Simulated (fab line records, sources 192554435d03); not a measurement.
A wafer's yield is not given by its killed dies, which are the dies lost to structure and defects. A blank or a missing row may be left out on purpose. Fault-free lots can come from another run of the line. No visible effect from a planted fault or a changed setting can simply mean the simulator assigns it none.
What tool caused it? + flow n5Finfet + 69 wafers from 23 lots sampled at 6 of the route's 1938 steps

WHAT THE GAUGES READ, wafer by wafer
N5_BEOL_M5_THK_MEAS_01.
| lot  | measured     | on           | M5_ILD_THK (nm)   |
|------|--------------|--------------|-------------------|
| L074 | day 7 23:52  | filmMetro-01 | 119.0 121.5 121.6 |
| L075 | day 8 02:28  | filmMetro-01 | 124.8 121.3 121.5 |
| L076 | day 8 14:36  | filmMetro-01 | 122.6 120.0 120.7 |
| L078 | day 8 18:56  | filmMetro-02 | 119.8 119.5 122.4 |
| L077 | day 8 22:59  | filmMetro-01 | 120.6 122.2 123.3 |
| L079 | day 8 23:46  | filmMetro-01 | 123.0 121.4 125.0 |
| L080 | day 9 02:57  | filmMetro-02 | 121.9 123.7 123.8 |
| L081 | day 9 10:55  | filmMetro-01 | 120.7 120.2 121.4 |
| L083 | day 10 03:58 | filmMetro-01 | 119.1 120.4 121.2 |
| L084 | day 10 07:10 | filmMetro-02 | 121.2 121.2 122.6 |
| L085 | day 10 13:03 | filmMetro-02 | 121.2 122.1 125.8 |
| L086 | day 10 17:18 | filmMetro-01 | 121.0 124.0 125.6 |
| L087 | day 11 07:40 | filmMetro-02 | 123.3 121.4 121.4 |
| L089 | day 11 09:04 | filmMetro-01 | 119.9 122.3 125.0 |
| L088 | day 11 18:52 | filmMetro-01 | 119.6 121.9 122.6 |
| L090 | day 12 00:50 | filmMetro-02 | 122.2 123.1 123.3 |
| L091 | day 12 03:43 | filmMetro-01 | 120.5 121.4 123.8 |
| L093 | day 12 13:36 | filmMetro-02 | 120.0 122.2 122.5 |
| L092 | day 12 18:54 | filmMetro-01 | 118.7 123.3 124.7 |
| L094 | day 13 01:32 | filmMetro-01 | 120.6 122.2 122.6 |
| L095 | day 12 23:31 | filmMetro-02 | 121.7 122.1 122.1 |
| L096 | day 13 08:52 | filmMetro-02 | 121.6 120.2 120.6 |
| L097 | day 14 00:13 | filmMetro-02 | 120.3 123.3 121.2 |

WHAT TOOL EACH LOT RAN ON (gives the tool, then ch and the chambers of the sampled wafers, and finally the start)
| lot  | N5_BEOL_M4_PECVD_72             | N5_BEOL_M4_ETCH_63                | N5_BEOL_M4_STRIP_19               | N5_BEOL_M4_ALD_98                | N5_BEOL_M4_STRIP_97                          |
|------|---------------------------------|-----------------------------------|-----------------------------------|----------------------------------|----------------------------------------------|
| L074 | pecvd-03 ch 1,2, day 7 13:02    | rieDiel-01 ch 0,1,2, day 7 15:10  | rieDiel-04 ch 0,2,3, day 7 15:32  | aldSin-03 ch 0,1,3, day 7 16:10  | rieDiel-05 ch 0,1,2, day 7 23:52 or earlier  |
| L075 | pecvd-03 ch 0,1,2, day 7 15:28  | rieDiel-04 ch 0,1,3, day 7 16:04  | rieDiel-04 ch 0,1, day 7 16:23    | aldSin-03 ch 0,1,2, day 7 17:38  | rieDiel-04 ch 0,1,3, day 8 02:28 or earlier  |
| L076 | pecvd-01 ch 0,1,2, day 7 21:34  | rieDiel-05 ch 1,2, day 7 22:29    | rieDiel-05 ch 0,3, day 7 22:47    | aldSin-02 ch 1,3, day 7 23:52    | rieDiel-01 ch 0,2, day 8 14:36 or earlier    |
| L078 | pecvd-03 ch 0,1, day 8 06:08    | rieDiel-01 ch 0,1,3, day 8 07:04  | rieDiel-05 ch 1,2,3, day 8 07:23  | aldSin-03 ch 1,2,3, day 8 08:10  | rieDiel-01 ch 0,1,2, day 8 18:56 or earlier  |
| L077 | pecvd-01 ch 0,2, day 8 07:27    | rieDiel-04 ch 1,2, day 8 11:46    | rieDiel-05 ch 2,3, day 8 12:15    | aldSin-02 ch 0,1,2, day 8 14:40  | rieDiel-04 ch 1,2, day 8 22:59 or earlier    |
| L079 | pecvd-03 ch 0,1,2, day 8 13:36  | rieDiel-04 ch 0,1,3, day 8 16:19  | rieDiel-01 ch 1,2, day 8 16:47    | aldSin-02 ch 0,1,2, day 8 17:33  | rieDiel-01 ch 1,2, day 8 23:46 or earlier    |
| L080 | pecvd-03 ch 0,1, day 8 17:51    | rieDiel-01 ch 0,1,2, day 8 18:59  | rieDiel-01 ch 1,2,3, day 8 19:26  | aldSin-01 ch 0,1,3, day 8 20:08  | rieDiel-01 ch 0,2,3, day 9 02:57 or earlier  |
| L081 | pecvd-04 ch 1,2, day 8 22:08    | rieDiel-01 ch 0,2, day 8 23:18    | rieDiel-05 ch 0,2,3, day 8 23:43  | aldSin-03 ch 2,3, day 9 00:28    | rieDiel-01 ch 2,3, day 9 10:55 or earlier    |
| L083 | pecvd-01 ch 1,2, day 9 16:08    | rieDiel-04 ch 1,3, day 9 18:59    | rieDiel-04 ch 0,1,3, day 9 19:25  | aldSin-01 ch 0,1,2, day 9 20:11  | rieDiel-01 ch 1,2, day 10 03:58 or earlier   |
| L084 | pecvd-03 ch 0,1, day 9 20:15    | rieDiel-01 ch 0,1,3, day 9 23:07  | rieDiel-05 ch 0,2,3, day 9 23:25  | aldSin-03 ch 1,3, day 10 00:13   | rieDiel-04 ch 2,3, day 10 07:10 or earlier   |
| L085 | pecvd-03 ch 0,1,2, day 9 23:49  | rieDiel-05 ch 0,1, day 10 01:46   | rieDiel-05 ch 0,1,3, day 10 02:14 | aldSin-01 ch 0,2,3, day 10 02:53 | rieDiel-04 ch 2,3, day 10 13:03 or earlier   |
| L086 | pecvd-01 ch 0,1, day 10 06:07   | rieDiel-01 ch 0,1,3, day 10 08:10 | rieDiel-01 ch 1,2, day 10 08:31   | aldSin-02 ch 0,1, day 10 09:17   | rieDiel-01 ch 0,2, day 10 17:18 or earlier   |
| L087 | pecvd-04 ch 0,1, day 10 15:55   | rieDiel-04 ch 0,1,3, day 10 18:51 | rieDiel-05 ch 2,3, day 10 19:13   | aldSin-03 ch 0,1,3, day 10 20:08 | rieDiel-01 ch 0,2,3, day 11 07:40 or earlier |
| L089 | pecvd-04 ch 0,1,2, day 10 22:18 | rieDiel-04 ch 0,1,3, day 10 23:52 | rieDiel-01 ch 0,2,3, day 11 00:11 | aldSin-01 ch 0,2,3, day 11 00:57 | rieDiel-04 ch 0,1,3, day 11 09:04 or earlier |
| L088 | pecvd-03 ch 0,1,2, day 11 08:32 | rieDiel-05 ch 1,2,3, day 11 09:44 | rieDiel-04 ch 0,3, day 11 10:07   | aldSin-02 ch 0,1,3, day 11 11:03 | rieDiel-01 ch 0,2,3, day 11 18:52 or earlier |
| L090 | pecvd-01 ch 0,1,2, day 11 11:22 | rieDiel-04 ch 0,1,3, day 11 12:14 | rieDiel-01 ch 0,1,2, day 11 12:32 | aldSin-03 ch 0,1,3, day 11 13:13 | rieDiel-04 ch 1,2, day 12 00:50 or earlier   |
| L091 | pecvd-01 ch 0,2, day 11 14:46   | rieDiel-04 ch 0,2,3, day 11 16:50 | rieDiel-01 ch 2,3, day 11 17:15   | aldSin-02 ch 0,3, day 11 18:14   | rieDiel-05 ch 0,2,3, day 12 03:43 or earlier |
| L093 | pecvd-04 ch 0,1, day 11 23:08   | rieDiel-01 ch 0,2, day 12 00:36   | rieDiel-01 ch 0,2, day 12 00:55   | aldSin-01 ch 1,2,3, day 12 01:53 | rieDiel-01 ch 0,2,3, day 12 13:36 or earlier |
| L092 | pecvd-04 ch 0,1, day 12 00:58   | rieDiel-05 ch 0,1,2, day 12 02:02 | rieDiel-05 ch 1,2,3, day 12 02:20 | aldSin-03 ch 0,1,3, day 12 03:02 | rieDiel-01 ch 2,3, day 12 18:54 or earlier   |
| L094 | pecvd-04 ch 1,2, day 12 07:31   | rieDiel-01 ch 0,2,3, day 12 09:01 | rieDiel-04 ch 0,2,3, day 12 09:20 | aldSin-01 ch 0,1, day 12 10:06   | rieDiel-04 ch 0,1,3, day 13 01:32 or earlier |
| L095 | pecvd-03 ch 0,1,2, day 12 09:17 | rieDiel-05 ch 0,1,3, day 12 11:55 | rieDiel-01 ch 0,3, day 12 12:13   | aldSin-01 ch 0,1,3, day 12 13:08 | rieDiel-05 ch 2,3, day 12 23:31 or earlier   |
| L096 | pecvd-01 ch 1,2, day 12 19:25   | rieDiel-05 ch 0,2,3, day 12 22:13 | rieDiel-05 ch 0,1, day 12 22:32   | aldSin-03 ch 0,2,3, day 12 23:12 | rieDiel-04 ch 0,3, day 13 08:52 or earlier   |
| L097 | pecvd-04 ch 0,1, day 13 10:52   | rieDiel-04 ch 0,1, day 13 12:14   | rieDiel-01 ch 2,3, day 13 12:37   | aldSin-02 ch 0,1,2, day 13 13:23 | rieDiel-05 ch 1,3, day 14 00:13 or earlier   |
- N5_BEOL_M4_PECVD_72: deposits SiO2 from TEOS/O2, target thk 16 nm, time 18 s.
- N5_BEOL_M4_ETCH_63: etches SiARC in CF4, target depth 15.6 nm, time 26 s.
- N5_BEOL_M4_STRIP_19: strips in O2.
- N5_BEOL_M4_ALD_98: deposits SiO2, target thk 2.5 nm, pulse time 1 s, co reactant pulse time 1 s.
- N5_BEOL_M4_STRIP_97: strips in N2/H2, time 10 s.

AS READ BY THE TOOLS THEMSELVES (means over the sampled wafers that have a number; for cases with no such wafer, the mark the record gives instead)
N5_BEOL_M4_PECVD_72.
| lot  | tool     | heaterPowerOuterW (W) | heaterPowerW (W) | showerheadPlenumPTorr (Torr) | throttleValvePct (%) |
|------|----------|-----------------------|------------------|------------------------------|----------------------|
| L074 | pecvd-03 | 398                   | 674              | 8.76                         | 21.9                 |
| L075 | pecvd-03 | 395                   | 676              | 8.78                         | 22.9                 |
| L076 | pecvd-01 | 367                   | 690              | 8.77                         | 23.1                 |
| L078 | pecvd-03 | 371                   | 637              | 8.81                         | 23.9                 |
| L077 | pecvd-01 | 356                   | 637              | 8.78                         | 22.6                 |
| L079 | pecvd-03 | 395                   | 664              | 8.77                         | 22.9                 |
| L080 | pecvd-03 | 404                   | 670              | 8.73                         | 23.3                 |
| L081 | pecvd-04 | 421                   | 703              | 8.79                         | 22.6                 |
| L083 | pecvd-01 | 406                   | 730              | 8.79                         | 22.6                 |
| L084 | pecvd-03 | 384                   | 669              | 8.80                         | 23.7                 |
| L085 | pecvd-03 | 376                   | 656              | 8.76                         | 23.0                 |
| L086 | pecvd-01 | 383                   | 717              | 8.79                         | 23.5                 |
| L087 | pecvd-04 | 472                   | 783              | 8.79                         | 22.4                 |
| L089 | pecvd-04 | 450                   | 745              | 8.78                         | 22.8                 |
| L088 | pecvd-03 | 410                   | 688              | 8.77                         | 23.1                 |
| L090 | pecvd-01 | 383                   | 692              | 8.78                         | 23.0                 |
| L091 | pecvd-01 | 394                   | 685              | 8.80                         | 22.8                 |
| L093 | pecvd-04 | 411                   | 683              | 8.77                         | 22.9                 |
| L092 | pecvd-04 | 460                   | 758              | 8.80                         | 22.6                 |
| L094 | pecvd-04 | 458                   | 735              | 8.76                         | 22.8                 |
| L095 | pecvd-03 | 412                   | 681              | 8.78                         | 23.1                 |
| L096 | pecvd-01 | 320                   | 615              | 8.79                         | 22.6                 |
| L097 | pecvd-04 | 370                   | 630              | 8.77                         | 23.0                 |

N5_BEOL_M4_ETCH_63.
| lot  | tool       | drypumpMotorCurrentA (A) | etchRfOnTimeS (s) | oesProductAu (a.u.) | rfVppV (V) | showerheadPlenumPTorr (Torr) | throttleValvePct (%) |
|------|------------|--------------------------|-------------------|---------------------|------------|------------------------------|----------------------|
| L074 | rieDiel-01 | 5.8                      | 26.1              | 0.64                | 184.6      | 2.17                         | 15.86                |
| L075 | rieDiel-04 | 5.8                      | 25.8              | 0.74                | 183.3      | 2.12                         | 15.48                |
| L076 | rieDiel-05 | 6.4                      | 27.0              | 0.65                | 184.2      | 2.11                         | 15.83                |
| L078 | rieDiel-01 | 6.0                      | 26.4              | 0.65                | 184.0      | 2.15                         | 15.90                |
| L077 | rieDiel-04 | 5.4                      | 26.1              | 0.77                | 183.2      | 2.12                         | 15.38                |
| L079 | rieDiel-04 | 5.8                      | 25.9              | 0.73                | 183.8      | 2.11                         | 15.49                |
| L080 | rieDiel-01 | 5.8                      | 26.0              | 0.63                | 184.1      | 2.17                         | 15.87                |
| L081 | rieDiel-01 | 6.0                      | 26.2              | 0.66                | 184.4      | 2.20                         | 15.76                |
| L083 | rieDiel-04 | 5.8                      | 25.6              | 0.76                | 184.2      | 2.12                         | 15.43                |
| L084 | rieDiel-01 | 6.0                      | 26.2              | 0.64                | 184.3      | 2.14                         | 15.92                |
| L085 | rieDiel-05 | 5.3                      | 25.4              | 0.73                | 183.7      | 2.09                         | 15.52                |
| L086 | rieDiel-01 | 6.0                      | 26.6              | 0.64                | 183.9      | 2.14                         | 15.93                |
| L087 | rieDiel-04 | 5.8                      | 26.0              | 0.71                | 183.0      | 2.11                         | 15.51                |
| L089 | rieDiel-04 | 5.8                      | 26.1              | 0.70                | 182.8      | 2.11                         | 15.52                |
| L088 | rieDiel-05 | 5.8                      | 26.9              | 0.68                | 184.7      | 2.10                         | 15.73                |
| L090 | rieDiel-04 | 5.8                      | 26.0              | 0.70                | 183.5      | 2.11                         | 15.53                |
| L091 | rieDiel-04 | 5.8                      | 26.2              | 0.71                | 182.4      | 2.08                         | 15.42                |
| L093 | rieDiel-01 | 5.6                      | 26.2              | 0.64                | 184.8      | 2.20                         | 15.78                |
| L092 | rieDiel-05 | 5.9                      | 26.7              | 0.65                | 183.6      | 2.09                         | 15.72                |
| L094 | rieDiel-01 | 5.9                      | 26.4              | 0.64                | 184.4      | 2.19                         | 15.82                |
| L095 | rieDiel-05 | 5.3                      | 25.9              | 0.71                | 183.3      | 2.09                         | 15.57                |
| L096 | rieDiel-05 | 5.6                      | 26.6              | 0.67                | 184.5      | 2.10                         | 15.76                |
| L097 | rieDiel-04 | 5.6                      | 26.2              | 0.67                | 183.9      | 2.12                         | 15.66                |

N5_BEOL_M4_STRIP_19.
| lot  | tool       | drypumpMotorCurrentA (A) | oesProductAu (a.u.) | rfVppV (V) | showerheadPlenumPTorr (Torr) | throttleValvePct (%) |
|------|------------|--------------------------|---------------------|------------|------------------------------|----------------------|
| L074 | rieDiel-04 | 5.8                      | 0.90                | 4.0        | 2.05                         | 16.46                |
| L075 | rieDiel-04 | 5.6                      | 0.85                | 3.6        | 2.10                         | 16.65                |
| L076 | rieDiel-05 | 5.0                      | 0.92                | 3.6        | 2.05                         | 16.44                |
| L078 | rieDiel-05 | 5.8                      | 0.84                | 3.3        | 2.06                         | 16.75                |
| L077 | rieDiel-05 | 5.5                      | 0.88                | 3.5        | 2.05                         | 16.65                |
| L079 | rieDiel-01 | 5.6                      | 0.71                | 3.7        | 2.11                         | 17.14                |
| L080 | rieDiel-01 | 5.7                      | 0.74                | 3.6        | 2.11                         | 16.91                |
| L081 | rieDiel-05 | 5.6                      | 0.83                | 3.9        | 2.04                         | 16.67                |
| L083 | rieDiel-04 | 5.8                      | 0.84                | 4.2        | 2.06                         | 16.57                |
| L084 | rieDiel-05 | 5.6                      | 0.83                | 3.8        | 2.04                         | 16.67                |
| L085 | rieDiel-05 | 5.3                      | 0.87                | 3.8        | 2.04                         | 16.58                |
| L086 | rieDiel-01 | 5.5                      | 0.72                | 3.5        | 2.14                         | 16.94                |
| L087 | rieDiel-05 | 5.6                      | 0.85                | 3.9        | 2.05                         | 16.68                |
| L089 | rieDiel-01 | 5.9                      | 0.76                | 3.7        | 2.12                         | 16.73                |
| L088 | rieDiel-04 | 5.9                      | 0.80                | 3.4        | 2.02                         | 16.54                |
| L090 | rieDiel-01 | 5.8                      | 0.71                | 3.5        | 2.12                         | 16.98                |
| L091 | rieDiel-01 | 5.8                      | 0.76                | 3.2        | 2.11                         | 16.71                |
| L093 | rieDiel-01 | 6.0                      | 0.75                | 3.8        | 2.13                         | 16.77                |
| L092 | rieDiel-05 | 5.8                      | 0.80                | 3.9        | 2.05                         | 16.80                |
| L094 | rieDiel-04 | 5.8                      | 0.83                | 3.5        | 2.03                         | 16.52                |
| L095 | rieDiel-01 | 6.1                      | 0.76                | 3.2        | 2.09                         | 16.76                |
| L096 | rieDiel-05 | 5.6                      | 0.82                | 3.0        | 2.05                         | 16.74                |
| L097 | rieDiel-01 | 5.8                      | 0.75                | 4.0        | 2.11                         | 16.76                |

N5_BEOL_M4_ALD_98.
| lot  | tool      | heaterPowerOuterW (W) | heaterPowerW (W) | precursorPulseHeightRel |
|------|-----------|-----------------------|------------------|-------------------------|
| L074 | aldSin-03 | 44                    | 81               | 1.031                   |
| L075 | aldSin-03 | 45                    | 86               | 0.985                   |
| L076 | aldSin-02 | 41                    | 75               | 1.010                   |
| L078 | aldSin-03 | 42                    | 82               | 1.004                   |
| L077 | aldSin-02 | 41                    | 76               | 1.010                   |
| L079 | aldSin-02 | 41                    | 77               | 1.019                   |
| L080 | aldSin-01 | 38                    | 76               | 0.980                   |
| L081 | aldSin-03 | 39                    | 75               | 0.982                   |
| L083 | aldSin-01 | 38                    | 74               | 1.011                   |
| L084 | aldSin-03 | 44                    | 86               | 0.989                   |
| L085 | aldSin-01 | 40                    | 81               | 0.968                   |
| L086 | aldSin-02 | 41                    | 76               | 1.001                   |
| L087 | aldSin-03 | 43                    | 81               | 0.994                   |
| L089 | aldSin-01 | 39                    | 79               | 0.996                   |
| L088 | aldSin-02 | 41                    | 76               | 0.997                   |
| L090 | aldSin-03 | 43                    | 80               | 0.995                   |
| L091 | aldSin-02 | 40                    | 76               | 1.013                   |
| L093 | aldSin-01 | 38                    | 75               | 1.021                   |
| L092 | aldSin-03 | 43                    | 79               | 1.020                   |
| L094 | aldSin-01 | 37                    | 70               | 0.990                   |
| L095 | aldSin-01 | 39                    | 76               | 0.997                   |
| L096 | aldSin-03 | 41                    | 75               | 0.992                   |
| L097 | aldSin-02 | 40                    | 78               | 1.011                   |

N5_BEOL_M4_STRIP_97.
| lot  | tool       | drypumpMotorCurrentA (A) | oesProductAu (a.u.) | rfVppV (V) | showerheadPlenumPTorr (Torr) | throttleValvePct (%) |
|------|------------|--------------------------|---------------------|------------|------------------------------|----------------------|
| L074 | rieDiel-05 | 5.9                      | 0.82                | 59.5       | 2.49                         | 23.9                 |
| L075 | rieDiel-04 | 5.8                      | 0.87                | 59.0       | 2.51                         | 23.6                 |
| L076 | rieDiel-01 | 6.0                      | 0.77                | 59.0       | 2.60                         | 23.8                 |
| L078 | rieDiel-01 | 5.8                      | 0.74                | 58.8       | 2.58                         | 24.1                 |
| L077 | rieDiel-04 | 5.4                      | 0.88                | 58.8       | 2.56                         | 23.5                 |
| L079 | rieDiel-01 | 5.6                      | 0.71                | 59.2       | 2.56                         | 24.3                 |
| L080 | rieDiel-01 | 5.9                      | 0.77                | 59.4       | 2.59                         | 23.8                 |
| L081 | rieDiel-01 | 5.8                      | 0.79                | 59.1       | 2.58                         | 23.7                 |
| L083 | rieDiel-01 | 5.5                      | 0.72                | 59.0       | 2.60                         | 24.1                 |
| L084 | rieDiel-04 | 5.6                      | 0.90                | 59.5       | 2.50                         | 23.5                 |
| L085 | rieDiel-04 | 5.6                      | 0.90                | 59.8       | 2.49                         | 23.4                 |
| L086 | rieDiel-01 | 6.0                      | 0.75                | 58.9       | 2.60                         | 23.9                 |
| L087 | rieDiel-01 | 5.9                      | 0.76                | 59.0       | 2.59                         | 23.8                 |
| L089 | rieDiel-04 | 5.8                      | 0.83                | 59.4       | 2.50                         | 23.6                 |
| L088 | rieDiel-01 | 5.9                      | 0.76                | 59.0       | 2.58                         | 23.8                 |
| L090 | rieDiel-04 | 5.4                      | 0.85                | 59.3       | 2.55                         | 23.5                 |
| L091 | rieDiel-05 | 5.6                      | 0.81                | 59.5       | 2.48                         | 24.1                 |
| L093 | rieDiel-01 | 5.9                      | 0.74                | 58.5       | 2.58                         | 23.9                 |
| L092 | rieDiel-01 | 5.5                      | 0.74                | 59.7       | 2.61                         | 23.8                 |
| L094 | rieDiel-04 | 5.8                      | 0.82                | 59.0       | 2.50                         | 23.6                 |
| L095 | rieDiel-05 | 5.6                      | 0.82                | 59.5       | 2.49                         | 24.0                 |
| L096 | rieDiel-04 | 6.0                      | 0.83                | 59.5       | 2.45                         | 23.5                 |
| L097 | rieDiel-05 | 5.3                      | 0.85                | 58.6       | 2.45                         | 23.5                 |

THE ANSWER, worked out from the rows above alone
Rule: usual is defined by the lots themselves. Put in order of their means at a reading, lots are off if they are a third of the lots or fewer, leave a main group of 4 or more, and stand apart from it by a gap of 3 or more times the standard deviation of the main group's means; of several such gaps the widest counts. A main group whose means are all the same, to the digits that the tables above print for the reading, isn't used. A lot without any number at a reading at which 4 lots or more have one is off too. All remaining lots with rows at the step are treated as sound. Order of review: gauges by route order, followed by the tools' own readings, for which a lot's mean as printed above is used. At the first step where some lot is off, the reading lying furthest off is the one used; lots without a number count as furthest.
No lot is off on any of the readings shown, so nothing can be concluded from this.

WHAT WAS PUT IN BY THE SIMULATOR
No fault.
